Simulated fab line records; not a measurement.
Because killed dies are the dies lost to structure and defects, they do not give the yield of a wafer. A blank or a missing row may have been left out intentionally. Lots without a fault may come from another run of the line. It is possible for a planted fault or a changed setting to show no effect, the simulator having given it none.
Commonality check across tools | flow nandHarc | 33 wafers sampled across 11 lots

## WHY IT WAS OPENED
At NHARC_END_SORT_01 the reading killedDies is flagged on 2 of 11 lots. No-fault wafers: 31, standard deviation 9.7.
Rule: flag the lot when none of its wafers has a number, or when each of its wafers that has one lies beyond 4 standard deviations from that mean. All remaining lots are regarded as sound.

lot  | measured     | on        | killedDies, wafer by wafer | flag
L806 | day 20 03:45 | prober-01 | 27 29 23                   | 
L809 | day 20 10:55 | prober-02 | 31 36 34                   | 
L811 | day 20 17:53 | prober-02 | 11 18 23                   | 
L812 | day 21 14:51 | prober-01 | 26 16 16                   | 
L819 | day 23 13:26 | prober-01 | 677 677 677                | FLAGGED
L822 | day 24 02:54 | prober-01 | 677 677 677                | FLAGGED
L823 | day 24 04:32 | prober-02 | 26 29 31                   | 
L824 | day 24 12:23 | prober-01 | 31 32 36                   | 
L827 | day 24 15:02 | prober-02 | 26 34 36                   | 
L826 | day 24 22:47 | prober-02 | 59 55 49                   | 
L825 | day 25 02:26 | prober-01 | 22 28 21                   | 
The numbers of the flagged lots are 677 on average: +646 against the usual, or +67 standard deviations.

## TOOL THAT RAN EACH LOT
The record holds 5 process steps before the reading, out of a route of 1159 steps. Each cell gives the tool, then ch followed by the chambers the sampled wafers passed through, then the start.
lot  | flag    | NHARC_A_CONTACT_CMP_20        | NHARC_A_BLC_ETCH_16               | NHARC_A_BLC_STRIP_29              | NHARC_A_BLC_CVD_24           | NHARC_A_BLC_CMP_25
L806 |         | cmp-02 ch 1,2,3, day 17 17:33 | rieDiel-04 ch 0,1,3, day 17 18:43 | rieDiel-09 ch 2,3, day 17 19:41   | cvdW-01 ch 0,1, day 17 20:55 | cmp-02 ch 0,3, day 17 21:14
L809 |         | cmp-02 ch 0,1,3, day 18 04:44 | rieDiel-13 ch 1,2,3, day 18 05:49 | rieDiel-13 ch 0,1,2, day 18 06:46 | cvdW-01 ch 0,1, day 18 07:49 | cmp-03 ch 0,1,3, day 18 08:16
L811 |         | cmp-01 ch 0,2,3, day 18 16:52 | rieDiel-04 ch 0,1,2, day 18 17:55 | rieDiel-13 ch 0,2,3, day 18 18:52 | cvdW-01 ch 0,1, day 18 20:53 | cmp-03 ch 1,2,3, day 18 21:25
L812 |         | cmp-04 ch 0,2,3, day 19 16:33 | rieDiel-04 ch 0,1,3, day 19 17:44 | rieDiel-04 ch 1,2,3, day 19 18:42 | cvdW-02 ch 0, day 19 20:58   | cmp-02 ch 0,2,3, day 19 21:47
L819 | FLAGGED | cmp-02 ch 0,1,2, day 21 07:22 | rieDiel-13 ch 0,1,2, day 21 08:34 | rieDiel-13 ch 0,1,2, day 21 09:32 | cvdW-02 ch 0,1, day 21 19:38 | cmp-03 ch 0,1,3, day 21 20:11
L822 | FLAGGED | cmp-02 ch 1,2,3, day 22 00:23 | rieDiel-04 ch 1,2,3, day 22 01:27 | rieDiel-13 ch 2,3, day 22 02:34   | cvdW-01 ch 0,1, day 22 03:32 | cmp-04 ch 0,1, day 22 04:07
L823 |         | cmp-04 ch 1,2, day 21 22:02   | rieDiel-13 ch 0,2, day 21 23:14   | rieDiel-04 ch 1,3, day 22 00:12   | cvdW-02 ch 0,1, day 22 01:21 | cmp-03 ch 0,2,3, day 22 01:44
L824 |         | cmp-01 ch 2,3, day 22 06:49   | rieDiel-13 ch 0,1,3, day 22 08:00 | rieDiel-13 ch 0,1, day 22 08:58   | cvdW-02 ch 0,1, day 22 11:56 | cmp-04 ch 0,1,3, day 22 12:22
L827 |         | cmp-01 ch 0,2,3, day 22 20:49 | rieDiel-04 ch 1,2, day 22 22:02   | rieDiel-04 ch 1,2,3, day 22 23:11 | cvdW-02 ch 0,1, day 23 01:08 | cmp-04 ch 0,1,2, day 23 01:40
L826 |         | cmp-01 ch 0,1,3, day 22 20:05 | rieDiel-13 ch 1,2,3, day 22 21:16 | rieDiel-09 ch 0,1,2, day 22 22:15 | cvdW-02 ch 0,1, day 22 23:18 | cmp-03 ch 0,2,3, day 22 23:47
L825 |         | cmp-02 ch 0,1,3, day 23 00:50 | rieDiel-04 ch 1,3, day 23 02:01   | rieDiel-04 ch 1,3, day 23 03:08   | cvdW-02 ch 0,1, day 23 04:20 | cmp-04 ch 2,3, day 23 04:53
What the steps here do:
- NHARC_A_CONTACT_CMP_20: polishes, t overpolish 30 s, target thk 300 nm.
- NHARC_A_BLC_ETCH_16: etches the open film in CF4, target depth 39 nm, time 65 s.
- NHARC_A_BLC_STRIP_29: strips in CF4.
- NHARC_A_BLC_CVD_24: deposits W, target thk 150 nm, time 434 s.
- NHARC_A_BLC_CMP_25: polishes, t overpolish 30 s, target thk 150 nm.
- NHARC_END_SORT_01

## FLAGGED OVER TOTAL, TOOL BY TOOL (the gauges that took the reading come last)
step                   | tool       | lots run | flagged | share of the flagged lots | sound lots run after its first flagged lot
NHARC_A_CONTACT_CMP_20 | cmp-01     | 4        | 0       | none                      | -
NHARC_A_CONTACT_CMP_20 | cmp-02     | 5        | 2       | all                       | 1 (L825)
NHARC_A_CONTACT_CMP_20 | cmp-04     | 2        | 0       | none                      | -
NHARC_A_BLC_ETCH_16    | rieDiel-04 | 6        | 1       | some                      | 2 (L827,L825)
NHARC_A_BLC_ETCH_16    | rieDiel-13 | 5        | 1       | some                      | 3 (L823,L824,L826)
NHARC_A_BLC_STRIP_29   | rieDiel-04 | 4        | 0       | none                      | -
NHARC_A_BLC_STRIP_29   | rieDiel-09 | 2        | 0       | none                      | -
NHARC_A_BLC_STRIP_29   | rieDiel-13 | 5        | 2       | all                       | 1 (L824)
NHARC_A_BLC_CVD_24     | cvdW-01    | 4        | 1       | some                      | 0
NHARC_A_BLC_CVD_24     | cvdW-02    | 7        | 1       | some                      | 5 (L823,L824,L826,L827,L825)
NHARC_A_BLC_CMP_25     | cmp-02     | 2        | 0       | none                      | -
NHARC_A_BLC_CMP_25     | cmp-03     | 5        | 1       | some                      | 2 (L823,L826)
NHARC_A_BLC_CMP_25     | cmp-04     | 4        | 1       | some                      | 3 (L824,L827,L825)
NHARC_END_SORT_01      | prober-01  | 6        | 2       | all                       | 2 (L824,L825)
NHARC_END_SORT_01      | prober-02  | 5        | 0       | none                      | -

## WHAT THE TABLE ALLOWS
cmp-02 at NHARC_A_CONTACT_CMP_20, rieDiel-13 at NHARC_A_BLC_STRIP_29 and prober-01 at NHARC_END_SORT_01: these 3 rows of the table ran every flagged lot.
- cmp-02 at NHARC_A_CONTACT_CMP_20: 2 of its 5 lots flagged. Lots that were sound ran on it after the first flagged one (L825); a persistent fault on the entire tool would not allow that.
- rieDiel-13 at NHARC_A_BLC_STRIP_29: 2 of its 5 lots flagged. Lots that were sound ran on it after the first flagged one (L824); a persistent fault on the entire tool would not allow that.
- prober-01 at NHARC_END_SORT_01: 2 of its 6 lots flagged. Lots that were sound ran on it after the first flagged one (L824, L825); a persistent fault on the entire tool would not allow that.
There is no row in the table that ran each flagged lot and no sound lot after the first.

## WHAT THE SIMULATOR HAD PUT IN
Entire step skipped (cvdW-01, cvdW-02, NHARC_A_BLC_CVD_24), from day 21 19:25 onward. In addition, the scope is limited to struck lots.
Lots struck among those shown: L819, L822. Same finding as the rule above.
